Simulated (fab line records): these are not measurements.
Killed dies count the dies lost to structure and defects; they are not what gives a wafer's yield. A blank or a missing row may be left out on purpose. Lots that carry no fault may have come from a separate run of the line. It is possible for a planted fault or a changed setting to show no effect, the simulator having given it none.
fab line records | flow n5_finfet
record: lots: 7 wafers: 21 last_day: 16
route steps=1938 shown MIM_BOT_ETCH@1867 PASS1_CAP@1873 TV_LITHO@1875 PASSIVATION@1936
lots untouched by any fault: they come from a run of this same line in which no faults occurred
start_h: start of the lot's first displayed wafer, in hours after the record's first day | wait_h: time in hours since the lot's previous step | " identical to the entry in the row above | L1.1+2: a single row standing in for several wafers | - no value, or no start was given | * or withheld: withheld | < > ~ a bound
route shown NAME@n: names a module that has steps shown in the file, with the first one's number in the route | usual: mean and standard deviation over wafers with no fault | same: alike in all rows | chamber/n: place in a boat | sites: per-site readings | _std_site: standard deviation of those values | _edge_site: the outer-site mean with the inner-site mean subtracted | radius_mm: how far each site lies from the wafer's centre | mask NAME#n: copy n | behind: the tool/chamber that last shaped the wafer | hold: the reason the lot was held/the length of the hold in hours/how it ended | device: transistor that didn't switch, given as n, p or np | end of line: the route-end tests of the same wafers | a step without rows: its recipe alone | killed: dies lost to structure and defects at the first sort, not the wafer's yield | map: dies across one wafer; x = killed, . = not, _ = none there
set.NAME: the run value of the setting; set.NAME@STEP: its run value at that earlier step | model.NAME: the simulator's own value behind a step, which no gauge read
certain route steps with their lots: each step a table, each wafer a row
services: a tool's chamber out of use, with start hour (start_h, from the record's first day; less than 0 if before it), hours out, and reason
== steps ==
step: N5_MIM_BOT_ETCH_ETCH_03
recipe: chemistry: Cl2/BCl3 target_depth_a: 120 pressure_mtorr: 8 icp_w: 800 bias_w: 100 Cl2_flow_sccm: 20 bcl3_flow_sccm: 80
usual: chamber_pressure_mTorr: 8.000/0.0068 drypump_motor_current_A: 5.8/0.43 oes_product_au: 0.78/0.072 throttle_valve_pct: 27.59/0.14
columns lot.wafer tool chamber start_h wait_h chamber_pressure_mTorr drypump_motor_current_A oes_product_au rf_hours_counter_h throttle_valve_pct
L212.1 rie_metal-03 1 271.22 0.1 8.000 6.0 0.71 66 27.51
L212.2 " 0 " " 8.007 5.1 0.86 16 27.70
L212.6 " 0 " " 7.999 5.1 0.86 - 27.71
L216.2 rie_metal-03 0 291.80 0.1 7.999 5.1 0.85 19 27.73
L216.3 " 1 " " 8.012 6.0 0.69 - 27.53
L216.5 " 1 " " 8.006 6.0 0.70 - 27.51
L218.2 rie_metal-01 0 299.30 0.1 8.001 6.2 0.70 73 27.36
L218.3 " 1 " " 7.990 5.4 0.91 - 27.50
L218.5 " 1 " " 8.008 5.4 0.92 - 27.51
L223.3 rie_metal-02 0 326.62 0.1 7.995 6.2 0.78 - 27.80
L223.5 " 0 " " 8.002 6.2 0.79 - 27.81
L223.6 " 1 " " 8.006 6.0 0.78 - 27.57
L224.1 rie_metal-02 0 337.32 0.1 8.003 6.2 0.78 39 27.81
L224.3 " 0 " " 8.001 6.2 0.79 - 27.81
L224.4 " 1 " " 7.997 6.0 0.77 - 27.56
L225.1 rie_metal-03 1 352.11 0.1 8.003 6.0 0.69 75 27.53
L225.4 " 0 " " 8.000 5.1 0.81 - 27.72
L225.6 " 0 " " 7.993 5.1 0.83 - 27.72
L231.1 rie_metal-02 1 381.30 0.1 8.007 6.0 0.76 46 27.58
L231.5 " 1 " " 7.991 6.0 0.76 - 27.56
L231.6 " 0 " " 7.988 6.2 0.77 - 27.82
step: N5_MIM_BOT_ETCH_ETCH_00
recipe: chemistry: Cl2/BCl3 target: TiN target_depth_a: 455 ion_energy_ev: 150 pressure_mtorr: 10 icp_w: 1000 bias_w: 126 Cl2_flow_sccm: 53.25 bcl3_flow_sccm: 21.75 Ar_flow_sccm: 25
usual: chamber_pressure_mTorr: 10.000/0.0082 drypump_motor_current_A: 5.8/0.43 oes_product_au: 0.78/0.072 throttle_valve_pct: 21.95/0.11
columns lot.wafer tool chamber start_h wait_h chamber_pressure_mTorr drypump_motor_current_A oes_product_au rf_hours_counter_h throttle_valve_pct
L212.1 rie_metal-03 1 271.31 0.1 9.992 5.9 0.70 66 21.91
L212.2 " 0 " " 10.004 5.1 0.87 16 22.03
L212.6 " 0 " " 9.999 5.1 0.86 - 22.05
L216.2 rie_metal-03 0 291.89 0.1 10.001 5.1 0.84 19 22.06
L216.3 " 1 " " 9.995 6.0 0.69 - 21.94
L216.5 " 1 " " 9.982 6.0 0.70 - 21.92
L218.2 rie_metal-01 0 299.39 0.1 10.001 6.2 0.70 74 21.81
L218.3 " 1 " " 9.998 5.3 0.93 - 21.83
L218.5 " 1 " " 9.987 5.4 0.93 - 21.86
L223.3 rie_metal-02 0 326.72 0.1 10.008 6.2 0.79 - 22.09
L223.5 " 0 " " 9.990 6.2 0.80 - 22.11
L223.6 " 1 " " 10.000 6.0 0.78 - 21.85
L224.1 rie_metal-02 0 337.41 0.1 9.994 6.2 0.79 39 22.13
L224.3 " 0 " " 9.996 6.2 0.79 - 22.13
L224.4 " 1 " " 10.010 6.1 0.77 - 21.85
L225.1 rie_metal-03 1 352.20 0.1 9.990 5.9 0.68 75 21.98
L225.4 " 0 " " 9.995 5.1 0.83 - 22.06
L225.6 " 0 " " 10.009 5.1 0.82 - 22.06
L231.1 rie_metal-02 1 381.39 0.1 10.006 6.0 0.77 46 21.88
L231.5 " 1 " " 10.015 6.0 0.76 - 21.89
L231.6 " 0 " " 9.987 6.2 0.77 - 22.14
step: N5_MIM_BOT_ETCH_STRIP_01
recipe: chemistry: O2 power_w: 600 temp_c: 60 pressure_mtorr: 30 rf_frequency_hz: 6e+07 bias_power_w: 0 overash_fraction: 0.5 o2_flow_sccm: 225
usual: chamber_pressure_mTorr: 29.99/0.071 drypump_motor_current_A: 5.8/0.59 oes_product_au: 0.78/0.083 rf_vpp_V: 3.8/1.4 showerhead_plenum_p_Torr: 2.07/0.063 throttle_valve_pct: 16.70/0.24
columns lot.wafer tool chamber start_h wait_h chamber_pressure_mTorr drypump_motor_current_A oes_product_au rf_hours_counter_h rf_vpp_V showerhead_plenum_p_Torr throttle_valve_pct
L212.1 rie_diel-02 1 271.45 0.1 29.88 5.5 0.67 244 3.8 2.15 16.98
L212.2 " 0 " " 30.05 5.3 0.83 60 3.2 2.05 16.27
L212.6 " 0 " " 29.91 5.2 0.83 - 6.0 2.05 16.30
L216.2 rie_diel-02 2 292.20 0.3 29.97 6.5 0.79 129 4.3 2.10 16.83
L216.3 " 3 " " 29.96 5.1 0.93 8 4.6 2.06 16.77
L216.5 " 0 " " 29.96 5.2 0.82 - 3.1 2.04 16.31
L218.2 rie_diel-02 0 299.53 0.1 29.95 5.2 0.82 74 3.0 2.04 16.31
L218.3 " 3 " " 30.09 5.1 0.94 11 3.9 2.05 16.79
L218.5 " 2 " " 29.96 6.5 0.78 - 4.4 2.09 16.83
L223.3 rie_diel-06 1 326.82 0.1 30.06 5.7 0.69 192 1.9 2.18 17.11
L223.5 " 0 " " 30.03 6.8 0.72 - 2.4 2.00 16.45
L223.6 " 1 " " 30.00 5.7 0.70 - 0.9 2.18 17.18
L224.1 rie_diel-02 2 337.55 0.1 30.06 6.4 0.75 146 3.2 2.09 16.83
L224.3 " 0 " " 30.06 5.3 0.78 88 4.0 2.04 16.34
L224.4 " 1 " " 29.95 5.5 0.92 14 3.1 2.14 16.51
L225.1 rie_diel-06 0 352.34 0.1 30.09 6.9 0.72 172 3.7 1.99 16.49
L225.4 " 3 " " 30.09 4.9 0.75 156 7.2 2.09 16.77
L225.6 " 3 " " 30.06 4.9 0.76 - 4.9 2.09 16.78
L231.1 rie_diel-06 3 381.53 0.1 30.06 4.9 0.72 166 3.3 2.09 16.85
L231.5 " 2 " " 29.98 5.9 0.68 - 8.6 1.99 16.71
L231.6 " 3 " " 29.91 4.9 0.74 - 5.6 2.09 16.81
step: N5_MIM_BOT_ETCH_STRIP_02
recipe: chemistry: post_etch_residue_remover time_s: 1200 temp_c: 72.5
step: N5_MIM_BOT_ETCH_CLEAN_05
recipe: chemistry: IPA time_s: 180 temp_c: 25
step: N5_MIM_BOT_ETCH_SRD_06
recipe: dry: ipa_marangoni time_s: 30 temp_c: 23 rinse_liquid: diw
step: N5_PASSIVATION_PECVD_55
recipe: material: SiO2 target_thk_a: 4000 temp_c: 400 precursor: SiH4/N2O pressure_torr: 2.7 rf_w: 608 time_s: 22.5
usual: heater_power_w: 654/110 showerhead_plenum_p_Torr: 8.17/0.12 throttle_valve_pct: 51.8/2.6
columns lot.wafer tool chamber start_h wait_h heater_power_w showerhead_plenum_p_Torr since_wet_clean_h throttle_valve_pct
L212.1 pecvd-04 1 271.95 0.0 797 8.22 1701 50.4
L212.2 " 0 " " 659 8.14 976 53.5
L212.6 " 2 " " 817 8.22 - 48.5
L216.2 pecvd-03 2 292.70 0.0 751 8.12 549 50.2
L216.3 " 1 " " 592 8.33 2084 52.9
L216.5 " 2 " " 746 8.13 - 50.5
L218.2 pecvd-04 1 300.03 0.0 781 8.24 1729 50.0
L218.3 " 2 " " 709 8.24 235 48.8
L218.5 " 0 " " 639 8.12 - 53.9
L223.3 pecvd-03 2 327.32 0.0 671 8.09 584 50.4
L223.5 " 2 " " 687 8.12 - 50.3
L223.6 " 1 " " 575 8.32 - 52.7
L224.1 pecvd-03 0 338.05 0.0 524 8.34 1404 51.3
L224.3 " 2 " " 763 8.11 595 50.4
L224.4 " 0 " " 565 8.34 - 51.3
L225.1 pecvd-04 1 352.84 0.0 939 8.24 1782 50.1
L225.4 " 0 " " 574 8.13 - 53.8
L225.6 " 2 " " 839 8.23 - 49.6
L231.1 pecvd-02 1 382.19 0.0 638 8.02 1630 55.1
L231.5 " 1 " " 650 8.01 - 55.2
L231.6 " 2 " " 587 8.01 - 47.5
step: N5_PASSIVATION_PECVD_01
recipe: material: SiNx target_thk_a: 2000 temp_c: 400 precursor: SiH4/NH3/N2 pressure_torr: 4.9 rf_w: 1406 time_s: 43.2
usual: heater_power_w: 381/110 showerhead_plenum_p_Torr: 8.68/0.083 throttle_valve_pct: 29.3/1.4
columns lot.wafer tool chamber start_h wait_h heater_power_w showerhead_plenum_p_Torr since_wet_clean_h throttle_valve_pct
L212.1 pecvd-04 1 271.99 0.0 543 8.73 1701 28.5
L212.2 " 0 " " 374 8.64 976 30.4
L212.6 " 2 " " 458 8.72 - 27.6
L216.2 pecvd-03 2 292.73 0.0 495 8.62 549 28.1
L216.3 " 1 " " 318 8.76 2084 29.9
L216.5 " 2 " " 503 8.65 - 28.3
L218.2 pecvd-04 1 300.07 0.0 500 8.73 1729 28.1
L218.3 " 2 " " 470 8.73 235 28.1
L218.5 " 0 " " 266 8.65 - 30.5
L223.3 pecvd-03 2 327.36 0.0 501 8.65 584 28.3
L223.5 " 2 " " 346 8.63 - 28.5
L223.6 " 1 " " 276 8.78 - 30.0
L224.1 pecvd-03 0 338.08 0.0 286 8.83 1404 29.5
L224.3 " 2 " " 499 8.65 595 28.7
L224.4 " 0 " " 301 8.79 - 29.2
L225.1 pecvd-04 1 352.88 0.0 537 8.73 1782 28.7
L225.4 " 0 " " 374 8.62 - 30.5
L225.6 " 2 " " 551 8.73 - 28.2
L231.1 pecvd-02 1 382.22 0.0 341 8.58 1630 31.3
L231.5 " 1 " " 351 8.56 - 31.0
L231.6 " 2 " " 279 8.56 - 26.9
step: N5_PASSIVATION_HMDS_03
recipe: time_s: 60 temp_c: 120
step: N5_PASSIVATION_COAT_04
recipe: spin_rpm: * resist_thk_nm: *
step: N5_PASSIVATION_EBR_06
recipe: solvent: PGMEA ebr_width_mm: 1.5
step: N5_PASSIVATION_SOFTBAKE_05
recipe: temp_c: 100 time_s: 90
step: N5_PASSIVATION_EXPOSE_07
recipe: mask_id: TV na: 0.55 source_shape: conventional sigma_outer: 0.8 polarization: unpolarized defocus_nm: 0 target_cd_nm: 3000 dose_mj: 22.75
columns lot.wafer tool chamber start_h wait_h mask model.TV_LITHO.overlay_x_nm
L212.1+2+6 krf_scanner-01 0 272.59 - TV#0 -1.6
L216.2+3+5 krf_scanner-02 0 295.75 - TV#0 -3
L218.2+3+5 krf_scanner-01 0 300.68 - TV#0 1.6
L223.3+5+6 krf_scanner-02 0 328.63 - TV#0 238.2
L224.1+3+4 krf_scanner-02 0 338.65 - TV#0 244.6
L225.1+4+6 krf_scanner-02 0 353.19 - TV#0 239
L231.1+5+6 krf_scanner-01 0 382.85 - TV#0 2.8
step: N5_PASSIVATION_PEB_08
recipe: peb_temp_c: withheld peb_time_s: *
step: N5_PASSIVATION_DEVELOP_09
recipe: develop_time_s: 60 rinse_liquid: diw dry: air_spin dev_temp_c: 21
step: N5_PASSIVATION_HARDBAKE_11
recipe: temp_c: 130 time_s: 120
step: N5_PASSIVATION_CD_MEAS_10
recipe: target_cd_nm: 3000 landing_energy_ev: 500 detector: se_inlens
usual: cd_nm: 3000.4/1.6
columns lot.wafer tool chamber start_h wait_h cd_nm
L212.1 cd_sem-02 0 272.76 - 3002.6
L212.2 " 0 " " 3001.1
L212.6 " 0 " " 3000.4
L216.2 cd_sem-02 0 295.92 - 3001.3
L216.3 " 0 " " 3001.8
L216.5 " 0 " " 3000.8
L218.2 cd_sem-02 0 300.85 - 2999.0
L218.3 " 0 " " 3001.5
L218.5 " 0 " " 3000.0
L223.3 cd_sem-01 0 328.79 - 3003.0
L223.5 " 0 " " 3002.2
L223.6 " 0 " " 3002.4
L224.1 cd_sem-01 0 338.83 - 2998.2
L224.3 " 0 " " 2999.6
L224.4 " 0 " " 3000.1
L225.1 cd_sem-03 0 353.36 - 2998.4
L225.4 " 0 " " 2998.3
L225.6 " 0 " " 2998.6
L231.1 cd_sem-02 0 383.02 - 3000.6
L231.5 " 0 " " 3001.2
L231.6 " 0 " " 3002.5
step: N5_PASSIVATION_OVL_MEAS_60
recipe: points_per_wafer: 44
usual: TV_OVL: -4/4.7
columns lot.wafer tool chamber start_h wait_h TV_OVL[nm]
L212.1 overlay-01 0 272.79 0.0 -9
L212.2 " 0 " " -3
L212.6 " 0 " " -5
L216.2 overlay-02 0 295.95 0.0 -7
L216.3 " 0 " " -6
L216.5 " 0 " " -10
L218.2 overlay-01 0 300.88 0.0 0
L218.3 " 0 " " -3
L218.5 " 0 " " -3
L223.3 overlay-02 0 328.82 0.0 233
L223.5 " 0 " " 238
L223.6 " 0 " " 231
L224.1 overlay-01 0 338.86 0.0 236
L224.3 " 0 " " 239
L224.4 " 0 " " 238
L225.1 overlay-02 0 353.39 0.0 235
L225.4 " 0 " " 236
L225.6 " 0 " " 228
L231.1 overlay-01 0 383.05 0.0 -3
L231.5 " 0 " " -6
L231.6 " 0 " " -2
step: N5_PASSIVATION_INSPECT_61
recipe: mode: adi inspect_instrument: macro
usual: raw_defect_count: 2.1/1.4
columns lot.wafer tool chamber start_h wait_h raw_defect_count
L212.1 defect_inspect-01 - 272.82 0.0 2
L212.2 " - " " 3
L212.6 " - " " 0
L216.2 defect_inspect-01 - 295.97 0.0 4
L216.3 " - " " 0
L216.5 " - " " 1
L218.2 defect_inspect-02 - 300.90 0.0 2
L218.3 " - " " 3
L218.5 " - " " 1
L223.3 defect_inspect-02 - 328.85 0.0 1
L223.5 " - " " 3
L223.6 " - " " 2
L224.1 defect_inspect-01 - 338.88 0.0 2
L224.3 " - " " 1
L224.4 " - " " 2
L225.1 defect_inspect-02 - 353.42 0.0 2
L225.4 " - " " 1
L225.6 " - " " 3
L231.1 defect_inspect-02 - 383.08 0.0 1
L231.5 " - " " 1
L231.6 " - " " 1
step: N5_PASSIVATION_PROBE_49
usual: defect_limited_yield: 91.1/1.3 killed_at_M0_to_M3: 36/10 killed_at_M4_up: 14/4.4 killed_at_contacts: 14/5.7 killed_at_front_end: 39/9.4 killed_at_other: 2.9/2.6 killed_dies: 105/15 killed_open: 70/12 killed_short: 34/7.1 sort_bin_5_function: 5.3/0.77 sort_bin_6_memory: 3.3/0.66 sort_n_pass: 1075/15 sort_yield_pct: 91.1/1.3
same: gross_dies: 1180 killed_at_back_side: 0 sort_bin_4_leakage[%]: 0 sort_bin_8_speed[%]: 0
columns lot.wafer tool chamber start_h wait_h defect_limited_yield[%] killed_at_M0_to_M3 killed_at_M4_up killed_at_contacts killed_at_front_end killed_at_other killed_dies killed_open killed_short sort_bin_5_function[%] sort_bin_6_memory[%] sort_n_pass sort_yield_pct[%]
L223.3 prober-01 - 336.33 0.1 90.1 47 17 19 33 1 117 74 33 5.8 3.8 1063 90.1
L223.5 prober-01 - 336.43 0.2 88.9 25 13 23 67 3 131 92 37 6.6 4.2 1049 88.9
L223.6 prober-01 - 336.48 0.3 90.6 34 19 18 38 2 111 70 29 5.7 3.5 1069 90.6
L224.1 prober-01 - 345.64 0.0 91.4 43 11 7 38 3 102 65 31 4.2 4.1 1078 91.4
L224.3 prober-01 - 345.74 0.1 89.9 52 11 13 39 4 119 68 44 6.0 3.1 1061 89.9
L224.4 prober-01 - 345.79 0.2 91.2 45 14 14 27 4 104 63 31 5.2 3.5 1076 91.2
L225.1 prober-01 - 360.02 0.0 88.5 41 23 22 45 5 136 99 28 6.1 4.9 1044 88.5
L225.4 prober-01 - 360.17 0.2 90.0 46 14 11 42 5 118 75 41 6.0 3.6 1062 90.0
L225.6 prober-01 - 360.27 0.3 90.1 41 12 10 54 0 117 81 30 5.3 4.5 1063 90.1
killed by level:class
L223.3 MOL_CONTACT_COAG:geometric_particle:open=13 BEOL_M2:geometric_particle:open=12 BEOL_M2:interface_void_opened=10 FIN_SAQP:geometric_particle:open=7 DUMMY_GATE:geometric_particle:open=7 MOL_CONTACT_COAG:geometric_particle:short=6 BEOL_M0_SAQP:geometric_particle:short=5 BEOL_M0_SAQP:geometric_particle:open=5
L223.5 FIN_SAQP:geometric_particle:open=26 MOL_CONTACT_COAG:geometric_particle:open=17 FIN_SAQP:geometric_particle:short=13 STI_FIN_REVEAL:geometric_particle:open=8 GATE_CUT:geometric_particle:open=7 MOL_CONTACT_COAG:geometric_particle:short=6 BEOL_M0_SAQP:geometric_particle:open=4 BEOL_M1:geometric_particle:open=4
L223.6 MOL_CONTACT_COAG:geometric_particle:open=16 BEOL_M2:interface_void_opened=11 FIN_SAQP:geometric_particle:open=9 STI_FIN_REVEAL:geometric_particle:open=7 FIN_SAQP:geometric_particle:short=6 BEOL_M0_SAQP:geometric_particle:open=6 BEOL_M4:geometric_particle:open=6 GATE_CUT:geometric_particle:short=5
L224.1 STI_FIN_REVEAL:geometric_particle:open=13 BEOL_M2:geometric_particle:open=9 BEOL_M3:geometric_particle:open=9 BEOL_M2:geometric_particle:short=6 BEOL_M2:interface_void_opened=6 GATE_CUT:geometric_particle:short=5 MOL_CONTACT_COAG:geometric_particle:open=5 FIN_SAQP:geometric_particle:open=4
L224.3 FIN_SAQP:geometric_particle:short=10 BEOL_M0_SAQP:geometric_particle:open=9 BEOL_M1:geometric_particle:open=9 MOL_CONTACT_COAG:geometric_particle:open=8 BEOL_M0_SAQP:geometric_particle:short=8 BEOL_M3:geometric_particle:open=8 STI_FIN_REVEAL:geometric_particle:open=6 BEOL_M2:geometric_particle:open=6
L224.4 MOL_CONTACT_COAG:geometric_particle:open=11 BEOL_M3:geometric_particle:open=9 BEOL_M0_SAQP:geometric_particle:short=8 BEOL_M2:interface_void_opened=8 BEOL_M4:geometric_particle:open=8 BEOL_M0_SAQP:geometric_particle:open=7 BEOL_M1:geometric_particle:open=6 FIN_SAQP:geometric_particle:open=4
L225.1 STI_FIN_REVEAL:geometric_particle:open=19 MOL_CONTACT_COAG:geometric_particle:open=19 BEOL_M0_SAQP:geometric_particle:open=17 BEOL_M4:geometric_particle:open=12 FIN_SAQP:geometric_particle:open=9 BEOL_M2:interface_void_opened=7 BEOL_M1:geometric_particle:open=6 STI_FIN_REVEAL:geometric_particle:short=5
L225.4 BEOL_M0_SAQP:geometric_particle:open=18 BEOL_M0_SAQP:geometric_particle:short=15 STI_FIN_REVEAL:geometric_particle:open=9 MOL_CONTACT_COAG:geometric_particle:open=7 FIN_SAQP:geometric_particle:open=6 BEOL_M1:geometric_particle:open=6 FIN_SAQP:geometric_particle:short=5 DUMMY_GATE:geometric_particle:open=5
L225.6 STI_FIN_REVEAL:geometric_particle:open=22 BEOL_M0_SAQP:geometric_particle:open=18 BEOL_M0_SAQP:geometric_particle:short=10 FIN_SAQP:geometric_particle:open=8 MOL_CONTACT_COAG:geometric_particle:open=8 GATE_CUT:geometric_particle:short=6 BEOL_M8:geometric_particle:open=6 BEOL_M2:interface_void_opened=4
== services ==
columns tool chamber start_h hours kind
rie_metal-01 - 248.80 28.1 pm
rie_diel-02 3 252.44 - clean
rie_diel-02 3 252.44 - consumable_replace:focus_ring
krf_scanner-01 - 255.86 3.0 pm
pecvd-02 2 256.98 2.1 scheduled_down
pecvd-03 0 267.79 5.5 scheduled_down
krf_scanner-01 - 269.26 1.0 pm
krf_scanner-02 - 275.60 1.3 pm
rie_metal-01 - 279.59 0.7 repair
krf_scanner-01 0 279.85 - calibration
rie_diel-02 1 284.06 - clean
rie_diel-02 1 284.06 - consumable_replace:focus_ring
rie_diel-02 1 284.06 13.9 scheduled_down
rie_diel-02 1 284.06 13.9 vent_cycle
krf_scanner-02 - 288.62 1.0 pm
krf_scanner-01 - 289.81 1.3 pm
pecvd-04 - 304.29 2.8 pm
pecvd-04 2 309.11 4.2 repair
krf_scanner-02 0 339.19 - calibration
pecvd-03 0 343.85 2.1 scheduled_down
rie_diel-06 - 360.52 0.5 repair
pecvd-03 2 368.75 5.5 scheduled_down
rie_diel-02 - 374.68 2.8 pm
krf_scanner-02 - 375.99 1.0 repair
== key ==
first_sign: step: N5_PASSIVATION_OVL_MEAS_60 reading: TV_OVL direction: up sigmas: 51 usual: -4 struck: 235
effect none on later readings
model_effect: step: N5_PASSIVATION_EXPOSE_07 value: TV_LITHO.overlay_x_nm without: 0.2 struck: 240.6
met_at N5_PASSIVATION_EXPOSE_07
struck_wafers L223.3,L223.5,L223.6,L224.1,L224.3,L224.4,L225.1,L225.4,L225.6
onset_between 295.75 328.63
earlier_fault: kind: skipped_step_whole tool: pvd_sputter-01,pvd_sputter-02 chamber: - onset_h: 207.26 steps: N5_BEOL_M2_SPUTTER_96 scope: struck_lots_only
fault: kind: scanner_matching_overlay tool: krf_scanner-02 chamber: - onset_h: 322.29 steps: N5_PASSIVATION_EXPOSE_07 offset: 240.41
